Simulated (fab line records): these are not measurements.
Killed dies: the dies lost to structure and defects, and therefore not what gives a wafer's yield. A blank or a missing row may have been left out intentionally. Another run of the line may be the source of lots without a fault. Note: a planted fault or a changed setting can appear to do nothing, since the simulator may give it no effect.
Which tool was responsible? | flow nand harc | 12 lots with 36 wafers sampled at 5 steps, on a route of 1302 steps

WHAT EACH GAUGE READ, for each wafer
NHARC_END_SORT_01. Usual: killed at array 55, standard deviation 23; killed at other 1.0, standard deviation 1.2; killed at periphery 3.2, standard deviation 2.7; killed dies 59, standard deviation 23; killed open 3.1, standard deviation 1.6; killed short 2.2, standard deviation 1.5.
lot  | measured     | on        | killed at array | killed at other | killed at periphery | killed dies | killed open | killed short | flag
L927 | day 30 03:25 | prober-02 | 47 66 43        | 0 0 0           | 630 611 634         | 677 677 677 | 3 5 3       | 2 5 3        | OFF
L928 | day 29 22:45 | prober-01 | 46 51 38        | 4 2 4           | 627 624 635         | 677 677 677 | 5 3 2       | 1 3 1        | OFF
L929 | day 31 14:59 | prober-01 | 63 69 76        | 0 1 0           | 614 607 601         | 677 677 677 | 3 3 2       | 4 3 3        | OFF
L932 | day 32 08:07 | prober-01 | 82 78 76        | 0 0 0           | 1 1 4               | 83 79 80    | 5 3 3       | 3 1 1        |
L933 | day 32 01:05 | prober-01 | 50 61 50        | 1 0 0           | 2 1 4               | 53 62 54    | 0 4 3       | 0 2 4        |

EACH LOT AND THE TOOL THAT RAN IT (in order: tool; ch and the chambers of the sampled wafers; start)
lot  | NHARC_P_GATE_RTA_82              | NHARC_P_CONTACT_ETCH_35            | NHARC_P_CONTACT_STRIP_28           | NHARC_P_CONTACT_DEGAS_38
L915 | rtp anneal-01 ch 0, day 6 19:20  | rie diel-07 ch 1,3, day 6 21:43    | rie diel-01 ch 0,1,2, day 6 22:34  | pvd sputter-03, day 6 23:13
L920 | rtp anneal-01 ch 0, day 8 17:36  | rie diel-01 ch 1,3, day 8 19:32    | rie diel-01 ch 0,1, day 8 20:23    | pvd sputter-02, day 8 21:02
L921 | rtp anneal-01 ch 0, day 8 23:55  | rie diel-01 ch 0,2, day 9 02:11    | rie diel-13 ch 1,2, day 9 03:03    | pvd sputter-02, day 9 03:42
L922 | rtp anneal-02 ch 0, day 9 17:34  | rie diel-13 ch 1,3, day 9 19:40    | rie diel-07 ch 0,1,2, day 9 20:42  | pvd sputter-01, day 9 21:19
L927 | rtp anneal-02 ch 0, day 11 19:18 | rie diel-07 ch 1,3, day 11 21:36   | rie diel-01 ch 0,3, day 11 22:28   | pvd sputter-03, day 11 23:06
L928 | rtp anneal-02 ch 0, day 11 20:03 | rie diel-13 ch 0,2, day 11 22:08   | rie diel-07 ch 1,3, day 11 23:00   | pvd sputter-02, day 11 23:38
L929 | rtp anneal-02 ch 0, day 12 11:11 | rie diel-01 ch 1,2,3, day 12 13:08 | rie diel-13 ch 1,2, day 12 13:59   | pvd sputter-03, day 12 14:40
L931 | rtp anneal-02 ch 0, day 13 10:14 | rie diel-01 ch 0,1,3, day 13 12:19 | rie diel-13 ch 0,2,3, day 13 13:11 | pvd sputter-02, day 13 13:50
L932 | rtp anneal-02 ch 0, day 13 17:20 | rie diel-13 ch 0,3, day 13 19:25   | rie diel-01 ch 0,1,2, day 13 20:16 | pvd sputter-02, day 13 20:55
L933 | rtp anneal-01 ch 0, day 14 04:43 | rie diel-13 ch 1,3, day 14 06:53   | rie diel-07 ch 0,1,3, day 14 07:47 | pvd sputter-02, day 14 08:23
L935 | rtp anneal-02 ch 0, day 15 00:44 | rie diel-01 ch 0,1,2, day 15 02:46 | rie diel-01 ch 0,1,2, day 15 03:47 | pvd sputter-01, day 15 04:25
L936 | rtp anneal-02 ch 0, day 15 07:33 | rie diel-01 ch 1,2,3, day 15 09:37 | rie diel-01 ch 1,2,3, day 15 10:28 | pvd sputter-02, day 15 11:07
- NHARC_P_GATE_RTA_82: time 30 s.
- NHARC_P_CONTACT_ETCH_35: etches the open film in CF4, target depth 39 nm, time 65 s.
- NHARC_P_CONTACT_STRIP_28: strips in O2.
- NHARC_P_CONTACT_DEGAS_38: time 60 s.

AS READ BY THE TOOLS THEMSELVES (means over the sampled wafers that have a number; for cases with no such wafer, the mark the record gives instead)
NHARC_P_GATE_RTA_82. Usual: lamp power pct 3.74 %, standard deviation 0.16; wafer_temp_C_max 451.8, standard deviation 0.42.
lot  | tool          | lamp power pct (%) | wafer_temp_C_max | flag
L915 | rtp anneal-01 | 3.93               | 451.6            |
L920 | rtp anneal-01 | 3.93               | 451.9            |
L921 | rtp anneal-01 | 3.93               | 451.0            |
L922 | rtp anneal-02 | 3.60               | 451.6            |
L927 | rtp anneal-02 | 3.60               | 452.6            |
L928 | rtp anneal-02 | 3.60               | 452.0            |
L929 | rtp anneal-02 | 3.60               | 451.8            |
L931 | rtp anneal-02 | 3.60               | 451.6            |
L932 | rtp anneal-02 | 3.60               | 451.8            |
L933 | rtp anneal-01 | 3.93               | 451.5            |
L935 | rtp anneal-02 | 3.60               | 451.9            |
L936 | rtp anneal-02 | 3.60               | 451.8            |

NHARC_P_CONTACT_ETCH_35. Usual: bias w 99.96 W, standard deviation 0.28; drypump motor current A 5.7 A, standard deviation 0.47; oes product au 0.997 a.u., standard deviation 0.011; rf vpp V 151.4 V, standard deviation 1.2; showerhead plenum p Torr 1.78 Torr, standard deviation 0.068; throttle valve pct 13.283 %, standard deviation 0.009.
lot  | tool        | bias w (W) | drypump motor current A (A) | oes product au (a.u.) | rf vpp V (V) | showerhead plenum p Torr (Torr) | throttle valve pct (%) | flag
L915 | rie diel-07 | 100.45     | 5.6                         | 0.998                 | 150.1        | 1.76                            | 13.283                 |
L920 | rie diel-01 | 99.76      | 5.9                         | 0.987                 | 151.0        | 1.76                            | 13.281                 |
L921 | rie diel-01 | 99.89      | 5.4                         | 0.996                 | 152.1        | 1.78                            | 13.275                 |
L922 | rie diel-13 | 100.08     | 5.3                         | 1.000                 | 151.9        | 1.86                            | 13.278                 |
L927 | rie diel-07 | 99.71      | 5.8                         | 1.007                 | 151.8        | 1.83                            | 13.287                 |
L928 | rie diel-13 | 100.02     | 5.6                         | 0.992                 | 151.6        | 1.79                            | 13.284                 |
L929 | rie diel-01 | 99.98      | 5.8                         | 0.992                 | 150.2        | 1.74                            | 13.283                 |
L931 | rie diel-01 | 99.98      | 5.7                         | 0.996                 | 151.0        | 1.78                            | 13.287                 |
L932 | rie diel-13 | 100.02     | 5.9                         | 0.999                 | 151.6        | 1.79                            | 13.282                 |
L933 | rie diel-13 | 99.70      | 5.3                         | 1.005                 | 151.9        | 1.85                            | 13.285                 |
L935 | rie diel-01 | 100.00     | 5.5                         | 0.990                 | 151.0        | 1.79                            | 13.288                 |
L936 | rie diel-01 | 100.02     | 5.8                         | 1.001                 | 150.5        | 1.74                            | 13.283                 |

NHARC_P_CONTACT_STRIP_28. Usual: chamber pressure mTorr 60.00 mTorr, standard deviation 0.057; drypump motor current A 5.7 A, standard deviation 0.45; oes product au 0.996 a.u., standard deviation 0.011; rf vpp V 58.0 V, standard deviation 0.87; showerhead plenum p Torr 3.58 Torr, standard deviation 0.14; throttle valve pct 17.036 %, standard deviation 0.0089.
lot  | tool        | chamber pressure mTorr (mTorr) | drypump motor current A (A) | oes product au (a.u.) | rf vpp V (V) | showerhead plenum p Torr (Torr) | throttle valve pct (%) | flag
L915 | rie diel-01 | 59.96                          | 5.5                         | 0.997                 | 56.4         | 3.58                            | 17.027                 |
L920 | rie diel-01 | 60.01                          | 5.6                         | 0.996                 | 58.3         | 3.62                            | 17.035                 |
L921 | rie diel-13 | 60.02                          | 5.3                         | 1.009                 | 58.2         | 3.71                            | 17.028                 |
L922 | rie diel-07 | 60.01                          | 6.2                         | 0.995                 | 58.8         | 3.55                            | 17.043                 |
L927 | rie diel-01 | -                              | -                           | -                     | -            | -                               | -                      | OFF
L928 | rie diel-07 | -                              | -                           | -                     | -            | -                               | -                      | OFF
L929 | rie diel-13 | -                              | -                           | -                     | -            | -                               | -                      | OFF
L931 | rie diel-13 | 59.94                          | 5.9                         | 0.998                 | 57.7         | 3.63                            | 17.039                 |
L932 | rie diel-01 | 59.97                          | 5.5                         | 0.998                 | 58.1         | 3.58                            | 17.036                 |
L933 | rie diel-07 | 60.00                          | 5.9                         | 0.995                 | 58.8         | 3.49                            | 17.030                 |
L935 | rie diel-01 | 60.05                          | 5.5                         | 0.993                 | 57.9         | 3.58                            | 17.035                 |
L936 | rie diel-01 | 59.95                          | 5.8                         | 0.996                 | 58.0         | 3.47                            | 17.041                 |

NHARC_P_CONTACT_DEGAS_38. Usual: 458 W for heater power w, sd 35.
lot  | tool           | heater power w (W) | flag
L915 | pvd sputter-03 | 446                |
L920 | pvd sputter-02 | 493                |
L921 | pvd sputter-02 | 493                |
L922 | pvd sputter-01 | 449                |
L927 | pvd sputter-03 | 471                |
L928 | pvd sputter-02 | 493                |
L929 | pvd sputter-03 | 455                |
L931 | pvd sputter-02 | 478                |
L932 | pvd sputter-02 | 458                |
L933 | pvd sputter-02 | 476                |
L935 | pvd sputter-01 | 446                |
L936 | pvd sputter-02 | 451                |

THE ANSWER, worked out from the rows above alone
Rule: a lot counts as off when the mean over its wafers that have a number is more than 3 standard deviations away from the usual mean. Also off: a lot with no number at a reading for which 4 or more lots have one. Where the step has rows for the other lots, those lots are counted as sound. First the gauges in route order, then the tools' own readings, where a lot's mean is used as printed above. At the first step where some lot is off, the reading lying furthest off is the one used; lots without a number count as furthest.
Off: L927, L928, L929, at NHARC_END_SORT_01 (killed at periphery). Neither off nor sound, because the step has no rows for them: L915, L920, L921, L922, L931, L935, L936.
If a tool, at a process step before that reading, ran all the lots that are off and no sound lot after the first of them, it fits. The gauges at NHARC_END_SORT_01 aren't tried: what is off there is off at NHARC_P_CONTACT_STRIP_28 too, on other tools, and a gauge's error can't cause that. Not one of the candidates tried fits.

WHAT THE SIMULATOR HAD INSERTED
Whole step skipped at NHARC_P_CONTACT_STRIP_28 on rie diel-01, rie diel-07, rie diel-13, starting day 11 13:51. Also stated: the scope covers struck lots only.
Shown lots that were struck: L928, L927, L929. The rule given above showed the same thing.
